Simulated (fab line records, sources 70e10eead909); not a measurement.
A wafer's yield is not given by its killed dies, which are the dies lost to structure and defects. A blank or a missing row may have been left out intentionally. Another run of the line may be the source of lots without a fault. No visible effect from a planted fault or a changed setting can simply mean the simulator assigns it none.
Comparing a struck lot with a sound one :: flow nandHarc :: 21 out of 1302 route steps
Sound: wafers L997.1, L997.2, L997.5. Struck: wafers L104.2, L104.5. (L104.3 of the same lot was not struck and is left out.) The cause comes at the end.
Each step with rows lists, per side, the tool, then ch with its chambers, then its first start. Under that, the readings that differ: sound wafers :: struck wafers :: difference of the means :: sigmas: that difference in standard deviations of wafers without a fault.
alike: readings with means less than 2 such deviations apart, plus words and numbers identical on both sides. not compared: withheld readings, readings lacking a value on some wafer, bounds such as >300 that could conceal the same value, and numbers that have no deviation in the record and whose values overlap.
The two part at a step that has a row with sigmas, a row that says differs or no value, or rows on one side only. Numbers that don't overlap but have no deviation are shown without sigmas and don't part them. Lack of a reading on every wafer of one side parts them only where that side has two or more wafers.

first, 4 steps without rows for these wafers: NHARC_P_GATE_PRECLEAN_71 (cleans in SC1); NHARC_P_GATE_SRD_72; NHARC_P_GATE_OXIDE_16 (material SiO2, target thk 3 nm, ox time 392 s); NHARC_P_GATE_CVD_17 (deposits poly-Si, target thk 150 nm, time 900 s).
NHARC_P_GATE_HM_DEP_102: deposits aC, target thk 120 nm.
  sound on aclDep-02 ch 0, day 5 07:05; struck on aclDep-03 ch 0, day 8 07:43
  alike: throttleValvePct
NHARC_P_GATE_DEP_103: deposits SiON, target thk 30 nm.
  sound on pecvd-02 ch 1,2, day 5 07:52; struck on pecvd-04 ch 0, day 8 08:16
  alike: heaterPowerOuterW, heaterPowerW
then, 6 steps without rows for these wafers: NHARC_P_GATE_DEHYDRATE_18 (time 120 s); NHARC_P_GATE_HMDS_19 (time 30 s); NHARC_P_GATE_COAT_20 (resist thk 90 nm); NHARC_P_GATE_SOFTBAKE_21 (time 55 s); NHARC_P_GATE_EBR_22; NHARC_P_GATE_EXPOSE_23 (exposes mask P GATE, target cd 120 nm).
NHARC_P_GATE_PEB_24: peb time 65 s.
  sound on lithoTrack-06 ch 0, day 5 08:29; struck on lithoTrack-06 ch 0, day 8 08:44
then, 1 step without rows for these wafers: NHARC_P_GATE_DEVELOP_25 (develop time 35 s).
NHARC_P_GATE_CD_MEAS_26 targets a cd of 120 nm.
  sound on cdSem-02 ch 0, day 5 08:34; struck on cdSem-03 ch 0, day 8 08:49
reading: cdNm (nm)
sound: 118.8 119.3 118.9
struck: 116.2 115.9
difference: -2.9
sigmas: -5
NHARC_P_GATE_OVL_MEAS_27:
  sound on overlay-02 at day 5 08:40; struck on overlay-02 at day 8 08:55
  alike: overlayXNm, overlayYNm
NHARC_P_GATE_INSPECT_28:
  sound on defectInspect-01 at day 5 08:41; struck on defectInspect-02 at day 8 08:57
  alike: rawDefectCount
NHARC_P_GATE_DESCUM_31: chemistry O2, time 3 s.
  sound on rieDiel-01 ch 0,1,3, day 5 08:46; struck on rieDiel-01 ch 1, day 8 09:01
reading: model.P_GATE.cdNm (nm)
sound: 119.2 119.4 118
struck: 117.2 116.8
difference: -1.9
sigmas: 
  alike: drypumpMotorCurrentA, oesProductAu, rfVppV, showerheadPlenumPTorr, throttleValvePct
  not compared: rfHoursCounterH
NHARC_P_GATE_ETCH_104: etches the open film in CF4/CHF3, target depth 60 nm.
  sound on rieDiel-01 ch 0,1,3, day 5 08:52; struck on rieDiel-01 ch 2, day 8 09:05
reading: oesProductAu (a.u.)
sound: 0.935 0.925 0.924
struck: 0.976 0.971
difference: +0.045
sigmas: +2

reading: rfVppV (V)
sound: 372.7 372.4 373.8
struck: 367.4 367.0
difference: -5.8
sigmas: -3

reading: showerheadPlenumPTorr (Torr)
sound: 1.63 1.64 1.67
struck: 1.49 1.49
difference: -0.16
sigmas: -3
  alike: drypumpMotorCurrentA, throttleValvePct
NHARC_P_GATE_HM_OPEN_105: chemistry O2/COS, target depth 360 nm.
  sound: rieDiel-01 ch 0,3; struck: rieDiel-01 ch 0,2
reading: model.P_GATE.cdNm (nm)
sound: 120.8 121.6 122
struck: 118.6 116.9
difference: -3.7
sigmas: 
  alike: drypumpMotorCurrentA, oesProductAu, rfVppV, showerheadPlenumPTorr, throttleValvePct
  not compared: rfHoursCounterH
then, 1 step without rows for these wafers: NHARC_P_GATE_STRIP_106 (strips in O2/COS).

## WHERE THEY PART
At NHARC_P_GATE_CD_MEAS_26 first; at NHARC_P_GATE_ETCH_104 last (within this record only). Later steps at which nothing parts them and some readings are alike: NHARC_P_GATE_HM_OPEN_105.

WHY: whatever the simulator had introduced
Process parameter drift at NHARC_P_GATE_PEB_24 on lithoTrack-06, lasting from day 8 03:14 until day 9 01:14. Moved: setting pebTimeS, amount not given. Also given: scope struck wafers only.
